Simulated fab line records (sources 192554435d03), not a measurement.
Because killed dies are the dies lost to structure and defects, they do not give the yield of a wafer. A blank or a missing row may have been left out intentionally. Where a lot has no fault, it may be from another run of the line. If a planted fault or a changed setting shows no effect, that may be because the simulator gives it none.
Matching of chambers / flow n5Finfet / N5_BEOL_M1_ETCH_64 on rieDiel-02: 4 sister chambers
The step etches SOC in N2/H2, target depth 75 nm, overetch 15 nm, time 112.5 s. 20 wafers are shown with their chamber, then 10 later ones without.

== WAFERS WITH THEIR CHAMBER ==
wafer=L074.3; chamber=3; showerheadPlenumPTorr (Torr)=2.70; drypumpMotorCurrentA (A)=5.4; throttleValvePct (%)=17.5
wafer=L074.4; chamber=0; showerheadPlenumPTorr (Torr)=2.46; drypumpMotorCurrentA (A)=5.8; throttleValvePct (%)=17.6
wafer=L074.5; chamber=2; showerheadPlenumPTorr (Torr)=2.45; drypumpMotorCurrentA (A)=5.9; throttleValvePct (%)=18.1
wafer=L078.1; chamber=3; showerheadPlenumPTorr (Torr)=2.70; drypumpMotorCurrentA (A)=5.4; throttleValvePct (%)=17.4
wafer=L078.4; chamber=1; showerheadPlenumPTorr (Torr)=2.54; drypumpMotorCurrentA (A)=4.8; throttleValvePct (%)=18.0
wafer=L078.6; chamber=2; showerheadPlenumPTorr (Torr)=2.44; drypumpMotorCurrentA (A)=5.8; throttleValvePct (%)=18.1
wafer=L079.2; chamber=1; showerheadPlenumPTorr (Torr)=2.54; drypumpMotorCurrentA (A)=4.9; throttleValvePct (%)=18.0
wafer=L079.3; chamber=3; showerheadPlenumPTorr (Torr)=2.70; drypumpMotorCurrentA (A)=5.4; throttleValvePct (%)=17.5
wafer=L079.4; chamber=0; showerheadPlenumPTorr (Torr)=2.45; drypumpMotorCurrentA (A)=5.8; throttleValvePct (%)=17.6
wafer=L081.1; chamber=3; showerheadPlenumPTorr (Torr)=2.70; drypumpMotorCurrentA (A)=5.4; throttleValvePct (%)=17.5
wafer=L081.2; chamber=2; showerheadPlenumPTorr (Torr)=2.44; drypumpMotorCurrentA (A)=5.8; throttleValvePct (%)=18.2
wafer=L081.6; chamber=0; showerheadPlenumPTorr (Torr)=2.45; drypumpMotorCurrentA (A)=5.8; throttleValvePct (%)=17.6
wafer=L084.1; chamber=2; showerheadPlenumPTorr (Torr)=2.44; drypumpMotorCurrentA (A)=5.8; throttleValvePct (%)=18.1
wafer=L084.3; chamber=0; showerheadPlenumPTorr (Torr)=2.45; drypumpMotorCurrentA (A)=5.8; throttleValvePct (%)=17.6
wafer=L084.5; chamber=0; showerheadPlenumPTorr (Torr)=2.45; drypumpMotorCurrentA (A)=5.8; throttleValvePct (%)=17.6
wafer=L085.2; chamber=0; showerheadPlenumPTorr (Torr)=2.45; drypumpMotorCurrentA (A)=5.8; throttleValvePct (%)=17.6
wafer=L085.3; chamber=3; showerheadPlenumPTorr (Torr)=2.69; drypumpMotorCurrentA (A)=5.4; throttleValvePct (%)=17.5
wafer=L085.6; chamber=0; showerheadPlenumPTorr (Torr)=2.45; drypumpMotorCurrentA (A)=5.8; throttleValvePct (%)=17.6
wafer=L086.3; chamber=2; showerheadPlenumPTorr (Torr)=2.44; drypumpMotorCurrentA (A)=5.9; throttleValvePct (%)=18.2
wafer=L086.5; chamber=0; showerheadPlenumPTorr (Torr)=2.45; drypumpMotorCurrentA (A)=5.8; throttleValvePct (%)=17.6

SIGNATURES, as means of the wafers listed above
reading=showerheadPlenumPTorr; chamber 0=2.4512; chamber 1=2.5400; chamber 2=2.4420; chamber 3=2.6980; scatter within a chamber=0.00393
reading=drypumpMotorCurrentA; chamber 0=5.800; chamber 1=4.850; chamber 2=5.840; chamber 3=5.400; scatter within a chamber=0.0326
reading=throttleValvePct; chamber 0=17.600; chamber 1=18.000; chamber 2=18.140; chamber 3=17.480; scatter within a chamber=0.0354
Rule: for a wafer and a chamber, the distance is found by dividing, reading by reading, the gap between the wafer's reading and the chamber's mean by the reading's scatter, squaring, summing and taking the root. The wafer belongs to the nearest chamber; if the next one is less than 2 further off, it can't be placed. The scatter: the root of (the sum of the squares of (reading less its chamber's mean) over the shown wafers, divided by (wafers less chambers)).

== WAFERS WITHOUT THEIR CHAMBER ==
wafer=L086.6; showerheadPlenumPTorr (Torr)=2.53; drypumpMotorCurrentA (A)=4.8; throttleValvePct (%)=18.1
wafer=L087.1; showerheadPlenumPTorr (Torr)=2.44; drypumpMotorCurrentA (A)=5.9; throttleValvePct (%)=18.2
wafer=L087.2; showerheadPlenumPTorr (Torr)=2.53; drypumpMotorCurrentA (A)=4.9; throttleValvePct (%)=18.1
wafer=L087.6; showerheadPlenumPTorr (Torr)=2.69; drypumpMotorCurrentA (A)=5.4; throttleValvePct (%)=17.5
wafer=L090.2; showerheadPlenumPTorr (Torr)=2.43; drypumpMotorCurrentA (A)=5.9; throttleValvePct (%)=18.2
wafer=L090.3; showerheadPlenumPTorr (Torr)=2.69; drypumpMotorCurrentA (A)=5.4; throttleValvePct (%)=17.5
wafer=L090.6; showerheadPlenumPTorr (Torr)=2.43; drypumpMotorCurrentA (A)=5.9; throttleValvePct (%)=18.2
wafer=L093.1; showerheadPlenumPTorr (Torr)=2.43; drypumpMotorCurrentA (A)=5.9; throttleValvePct (%)=18.2
wafer=L093.3; showerheadPlenumPTorr (Torr)=2.44; drypumpMotorCurrentA (A)=5.8; throttleValvePct (%)=17.7
wafer=L093.6; showerheadPlenumPTorr (Torr)=2.44; drypumpMotorCurrentA (A)=5.8; throttleValvePct (%)=17.7

== WHICH CHAMBER EACH WENT THROUGH ==
wafer=L086.6; from the rows above=1; in truth=1
wafer=L087.1; from the rows above=2; in truth=2
wafer=L087.2; from the rows above=1; in truth=1
wafer=L087.6; from the rows above=3; in truth=3
wafer=L090.2; from the rows above=2; in truth=2
wafer=L090.3; from the rows above=3; in truth=3
wafer=L090.6; from the rows above=2; in truth=2
wafer=L093.1; from the rows above=2; in truth=2
wafer=L093.3; from the rows above=0; in truth=0
wafer=L093.6; from the rows above=0; in truth=0
Placed correctly: 10 of 10. Left unplaced by these rows: 0. Placed wrongly: 0.
